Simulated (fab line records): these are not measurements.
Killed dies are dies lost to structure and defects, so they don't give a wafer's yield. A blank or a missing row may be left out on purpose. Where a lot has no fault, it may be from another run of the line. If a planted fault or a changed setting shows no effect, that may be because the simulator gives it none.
Problem report, 8D (eight disciplines) form, completed by code ; flow nand_harc ; the parts of the form that need people (team, actions taken, sign-off) are left out

1. THE PROBLEM
killed_dies at NHARC_END_SORT_01 reads a mean of 180 on 2 wafers of 1 lot; wafers without a fault read 66 with a standard deviation of 26. That puts it +4.4 standard deviations away from the usual mean.
The first sign was on wafer L835.3 at day 30 16:12, on prober-02. The record holds 3 wafers of 1 lot with a number at this step. Rule for "out", or "out of limits": more than 4 standard deviations from the usual mean. The rest of the wafers with a number are treated as sound.

2. WHAT THIS IS AND IS NOT
question;is;is not
which readings at this step;killed_dies, killed_at_array;killed_at_other, killed_at_periphery, killed_open, killed_short
which lots;L835;-
which wafers of those lots;L835.3, L835.6;L835.5
read on which gauges;prober-02;-
when;from day 30 16:12;"up to then (0 sound wafers); but 1 sound wafer of L835 came after"

3. THE SUSPECTS, EACH WITH WHAT RULES IT OUT
Counting: a tool at a process step up to the reading stays a suspect if it ran every lot that is out. Sound lots after the first of them don't rule it out here, since some wafers of a struck lot are sound.
- the gauge at NHARC_END_SORT_01: kept. All the wafers that are out were read on prober-02, and no step on other tools shows them out.
- rie_diel-02 at NHARC_A_STAIRCASE_TRIM_233 (chemistry O2, time 211.2 s): kept. It ran the lot that is out, L835 (day 22 06:26).
- cmp-04 at NHARC_A_BONDPAD_CMP_19 (polishes, t overpolish 30 s, cu recess touch 16 s, target thk 169.82 nm): kept. It ran the lot that is out, L835 (day 29 08:28).
- cmp-02 at NHARC_THIN_TSV_CMP_01 (polishes): kept. It ran the lot that is out, L835 (day 29 22:11).
- Within rie_diel-02 at NHARC_A_STAIRCASE_TRIM_233: the wafers that are out ran in chamber 3; their sound lot-mates ran in chamber 0.
- Within cmp-04 at NHARC_A_BONDPAD_CMP_19: the wafers that are out ran in chamber 3; their sound lot-mates ran in chamber 2.
Left after counting: rie_diel-02 at NHARC_A_STAIRCASE_TRIM_233, cmp-04 at NHARC_A_BONDPAD_CMP_19, cmp-02 at NHARC_THIN_TSV_CMP_01, prober-02 at NHARC_END_SORT_01.

4. THE CAUSE (what the simulator had put in)
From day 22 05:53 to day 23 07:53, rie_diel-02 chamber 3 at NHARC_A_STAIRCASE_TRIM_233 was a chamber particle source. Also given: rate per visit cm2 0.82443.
4 suspects survive the count, and this tool is in that group.

5. THE EFFECT CHAIN, in route order
Each row: a reading where the mean over the struck wafers with a number is more than 3 standard deviations away from the usual. Readings are gone through only where the record gives a usual standard deviation; hours: the median, over the lots, of the time from a lot's start at the first step in this table giving one to that lot's start at this step; sigmas: the change measured in usual standard deviations.
hours;step;reading;usual;on struck wafers;change;sigmas
0;NHARC_END_SORT_01;killed_at_array;61;176;+115;+4.4
0;NHARC_END_SORT_01;killed_dies;66;180;+114;+4.4

6. WHAT WOULD HAVE CAUGHT IT SOONER
Counted from the fault's start at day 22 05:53, it took 202 hours until the first out-of-limits reading at a measuring or inspecting step in this record, taken at day 30 16:12.
No tool reading at NHARC_A_STAIRCASE_TRIM_233 that has a usual standard deviation in the record was out on any struck wafer, so an alarm limit of 4 standard deviations on those readings would not have fired.
By day 30 16:12 the whole set of lots that are out, 1 in number, had already begun NHARC_A_STAIRCASE_TRIM_233 on rie_diel-02. Had the tool been put on hold then, not one of them would have been saved.
